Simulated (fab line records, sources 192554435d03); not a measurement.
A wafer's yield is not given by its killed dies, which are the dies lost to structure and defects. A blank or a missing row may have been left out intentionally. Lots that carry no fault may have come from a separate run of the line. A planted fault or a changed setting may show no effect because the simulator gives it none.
Split-lot trial :: flow n5 finfet :: 39 wafers read from 7 lots, route of 1938 steps

## SPLIT DETAILS
At N5_BEOL_M12_ILD_DEP_00 (deposits SiOC from DEMS/O2, target thk 658.92 nm, time 130.7 s), the setting target thk a was moved away from the recipe's 6589.2 angstrom on 15 of the 39 wafers read, by -51.0% to +32.0%. The other wafers ran this setting at the recipe's value.

## FROM THE SPLIT TO THE READING: what the file shows between them, 6 steps
- N5_BEOL_M12_THK_MEAS_01
- N5_BEOL_M12_COAT_58: time 60 s, resist thk 89 nm
- N5_BEOL_M12_COAT_04: resist thk 400 nm
- N5_BEOL_M12_DESCUM_15: chemistry O2, time 7.9 s
- N5_BEOL_M12_ETCH_59: etches BARC in N2/H2, target depth 89 nm, overetch 26.7 nm, time 67.9 s
- N5_BEOL_M12_VIA_ETCH_16: etches SiOC in C4F8/O2/Ar, target depth 724.8 nm

## THE READING
oes product au, in a.u., at N5_BEOL_M12_STRIP_63 (strips in N2/H2). Fault-free wafers of this fab line usually give 0.692 a.u., standard deviation 0.0042 a.u.

wafer: L078.1
tool, chamber at the split: pecvd-02, 2
target thk a as run, angstrom: 3228
against the recipe: -51.0%
oes product au, a.u.: 0.826
against lot-mates on the recipe: +0.136

wafer: L078.2
tool, chamber at the split: pecvd-02, 0
target thk a as run, angstrom: 6589.2
against the recipe: recipe
oes product au, a.u.: 0.688
against lot-mates on the recipe: -

wafer: L078.3
tool, chamber at the split: pecvd-02, 1
target thk a as run, angstrom: 6589.2
against the recipe: recipe
oes product au, a.u.: 0.692
against lot-mates on the recipe: -

wafer: L078.4
tool, chamber at the split: pecvd-02, 1
target thk a as run, angstrom: 3228
against the recipe: -51.0%
oes product au, a.u.: 0.829
against lot-mates on the recipe: +0.139

wafer: L078.5
tool, chamber at the split: pecvd-02, 2
target thk a as run, angstrom: 6589.2
against the recipe: recipe
oes product au, a.u.: 0.690
against lot-mates on the recipe: -

wafer: L078.6
tool, chamber at the split: pecvd-02, 0
target thk a as run, angstrom: 3228
against the recipe: -51.0%
oes product au, a.u.: 0.812
against lot-mates on the recipe: +0.122

wafer: L085.1
tool, chamber at the split: pecvd-02, 2
target thk a as run, angstrom: 4432
against the recipe: -32.7%
oes product au, a.u.: 0.749
against lot-mates on the recipe: +0.062

wafer: L085.2
tool, chamber at the split: pecvd-02, 1
target thk a as run, angstrom: 6589.2
against the recipe: recipe
oes product au, a.u.: 0.683
against lot-mates on the recipe: -

wafer: L085.3
tool, chamber at the split: pecvd-02, 0
target thk a as run, angstrom: 4432
against the recipe: -32.7%
oes product au, a.u.: 0.729
against lot-mates on the recipe: +0.042

wafer: L085.4
tool, chamber at the split: pecvd-02, 0
target thk a as run, angstrom: 4432
against the recipe: -32.7%
oes product au, a.u.: 0.748
against lot-mates on the recipe: +0.061

wafer: L085.5
tool, chamber at the split: pecvd-02, 2
target thk a as run, angstrom: 6589.2
against the recipe: recipe
oes product au, a.u.: 0.684
against lot-mates on the recipe: -

wafer: L085.6
tool, chamber at the split: pecvd-02, 1
target thk a as run, angstrom: 6589.2
against the recipe: recipe
oes product au, a.u.: 0.695
against lot-mates on the recipe: -

wafer: L086.1
tool, chamber at the split: pecvd-02, 2
target thk a as run, angstrom: 5028
against the recipe: -23.7%
oes product au, a.u.: 0.706
against lot-mates on the recipe: +0.013

wafer: L086.2
tool, chamber at the split: pecvd-02, 1
target thk a as run, angstrom: 6589.2
against the recipe: recipe
oes product au, a.u.: 0.690
against lot-mates on the recipe: -

wafer: L086.3
tool, chamber at the split: pecvd-02, 0
target thk a as run, angstrom: 6589.2
against the recipe: recipe
oes product au, a.u.: 0.696
against lot-mates on the recipe: -

wafer: L086.4
tool, chamber at the split: pecvd-02, 2
target thk a as run, angstrom: 5028
against the recipe: -23.7%
oes product au, a.u.: 0.703
against lot-mates on the recipe: +0.010

wafer: L086.5
tool, chamber at the split: pecvd-02, 1
target thk a as run, angstrom: 5028
against the recipe: -23.7%
oes product au, a.u.: 0.705
against lot-mates on the recipe: +0.012

wafer: L086.6
tool, chamber at the split: pecvd-02, 0
target thk a as run, angstrom: 6589.2
against the recipe: recipe
oes product au, a.u.: 0.694
against lot-mates on the recipe: -

wafer: L089.1
tool, chamber at the split: pecvd-02, 2
target thk a as run, angstrom: 6589.2
against the recipe: recipe
oes product au, a.u.: 0.700
against lot-mates on the recipe: -

wafer: L089.2
tool, chamber at the split: pecvd-02, 1
target thk a as run, angstrom: 6589.2
against the recipe: recipe
oes product au, a.u.: 0.684
against lot-mates on the recipe: -

wafer: L089.3
tool, chamber at the split: pecvd-02, 0
target thk a as run, angstrom: 6589.2
against the recipe: recipe
oes product au, a.u.: 0.696
against lot-mates on the recipe: -

wafer: L089.4
tool, chamber at the split: pecvd-02, 2
target thk a as run, angstrom: 6589.2
against the recipe: recipe
oes product au, a.u.: 0.691
against lot-mates on the recipe: -

wafer: L089.5
tool, chamber at the split: pecvd-02, 1
target thk a as run, angstrom: 6589.2
against the recipe: recipe
oes product au, a.u.: 0.691
against lot-mates on the recipe: -

wafer: L089.6
tool, chamber at the split: pecvd-02, 0
target thk a as run, angstrom: 6589.2
against the recipe: recipe
oes product au, a.u.: 0.694
against lot-mates on the recipe: -

wafer: L090.1
tool, chamber at the split: pecvd-02, 2
target thk a as run, angstrom: 6589.2
against the recipe: recipe
oes product au, a.u.: 0.693
against lot-mates on the recipe: -

wafer: L090.2
tool, chamber at the split: pecvd-02, 1
target thk a as run, angstrom: 6589.2
against the recipe: recipe
oes product au, a.u.: 0.690
against lot-mates on the recipe: -

wafer: L090.3
tool, chamber at the split: pecvd-02, 0
target thk a as run, angstrom: 6589.2
against the recipe: recipe
oes product au, a.u.: 0.688
against lot-mates on the recipe: -

wafer: L090.4
tool, chamber at the split: pecvd-02, 1
target thk a as run, angstrom: 8695
against the recipe: +32.0%
oes product au, a.u.: 0.667
against lot-mates on the recipe: -0.023

wafer: L090.5
tool, chamber at the split: pecvd-02, 0
target thk a as run, angstrom: 8695
against the recipe: +32.0%
oes product au, a.u.: 0.667
against lot-mates on the recipe: -0.023

wafer: L090.6
tool, chamber at the split: pecvd-02, 2
target thk a as run, angstrom: 8695
against the recipe: +32.0%
oes product au, a.u.: 0.669
against lot-mates on the recipe: -0.021

wafer: L093.1
tool, chamber at the split: pecvd-02, 0
target thk a as run, angstrom: 3545
against the recipe: -46.2%
oes product au, a.u.: 0.802
against lot-mates on the recipe: +0.108

wafer: L093.2
tool, chamber at the split: pecvd-02, 2
target thk a as run, angstrom: 6589.2
against the recipe: recipe
oes product au, a.u.: 0.702
against lot-mates on the recipe: -

wafer: L093.3
tool, chamber at the split: pecvd-02, 1
target thk a as run, angstrom: 6589.2
against the recipe: recipe
oes product au, a.u.: 0.695
against lot-mates on the recipe: -

wafer: L093.4
tool, chamber at the split: pecvd-02, 0
target thk a as run, angstrom: 3545
against the recipe: -46.2%
oes product au, a.u.: 0.804
against lot-mates on the recipe: +0.110

wafer: L093.5
tool, chamber at the split: pecvd-02, 1
target thk a as run, angstrom: 3545
against the recipe: -46.2%
oes product au, a.u.: 0.786
against lot-mates on the recipe: +0.092

wafer: L093.6
tool, chamber at the split: pecvd-02, 2
target thk a as run, angstrom: 6589.2
against the recipe: recipe
oes product au, a.u.: 0.686
against lot-mates on the recipe: -

wafer: L096.2
tool, chamber at the split: pecvd-01, 2
target thk a as run, angstrom: 6589.2
against the recipe: recipe
oes product au, a.u.: 0.695
against lot-mates on the recipe: -

wafer: L096.4
tool, chamber at the split: pecvd-01, 2
target thk a as run, angstrom: 6589.2
against the recipe: recipe
oes product au, a.u.: 0.693
against lot-mates on the recipe: -

wafer: L096.5
tool, chamber at the split: pecvd-01, 0
target thk a as run, angstrom: 6589.2
against the recipe: recipe
oes product au, a.u.: 0.682
against lot-mates on the recipe: -

FIT RESULTS
A straight line over all 39 wafers: oes product au changes by -0.00187 a.u. for each +1% of target thk a; r = -0.92; the points scatter about the line by 0.019 a.u.
The same after taking each lot's own level away (the mean of its wafers on the recipe; 39 wafers): -0.00187 a.u. for each +1%; r = -0.91; scatter 0.019 a.u.
The reading moves by 0.095 a.u. for the largest change in target thk a, on that fit.
Across the lots, their own levels run from 0.6873 to 0.6943 a.u., a range of 1.7 times the standard deviation given above.
Hence the lot-to-lot level has little effect on the slope; both slopes agree.
Check: with one of the wafers moved furthest among these (-51.0%) left out of the fit, the line predicts +0.0943 a.u. for it against its lot-mates. It came out at +0.136 a.u. against them.

## THE WHOLE CHAIN: every reading that the file lists as answering this split, in the file's order
step: N5_BEOL_M12_ILD_DEP_00
what it does: deposits SiOC from DEMS/O2, target thk 658.92 nm, time 130.7 s
reading: SiOC_of_BEOL_M12_ILD_DEP_00.thk nm (the simulator's own value, which no gauge read)
change (the file's fit): +6.59 nm for each +1% of the setting
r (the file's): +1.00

step: N5_BEOL_M12_THK_MEAS_01
what it does: 
reading: M12_ILD_THK
change (the file's fit): +6.6 for each +1% of the setting
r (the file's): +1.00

step: N5_BEOL_M12_VIA_ETCH_16
what it does: etches SiOC in C4F8/O2/Ar, target depth 724.8 nm
reading: etch.depth nm (the simulator's own value, which no gauge read)
change (the file's fit): +6.59 nm for each +1% of the setting
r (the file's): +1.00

step: N5_BEOL_M12_VIA_ETCH_16
what it does: etches SiOC in C4F8/O2/Ar, target depth 724.8 nm
reading: coat_of_BEOL_M12_COAT_04.thk nm (the simulator's own value, which no gauge read)
change (the file's fit): -1.93 nm for each +1% of the setting
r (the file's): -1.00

step: N5_BEOL_M12_STRIP_63
what it does: strips in N2/H2
reading: oes product au
change (the file's fit): -0.00193 a.u. for each +1% of the setting
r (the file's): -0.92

step: N5_BEOL_M12_STRIP_63
what it does: strips in N2/H2
reading: strip time to endpoint s
change (the file's fit): withheld for each +1% of the setting
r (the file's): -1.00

## THE FILE'S OWN FIT
oes product au changes by -0.00193 a.u. for each +1% of target thk a, r = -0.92.
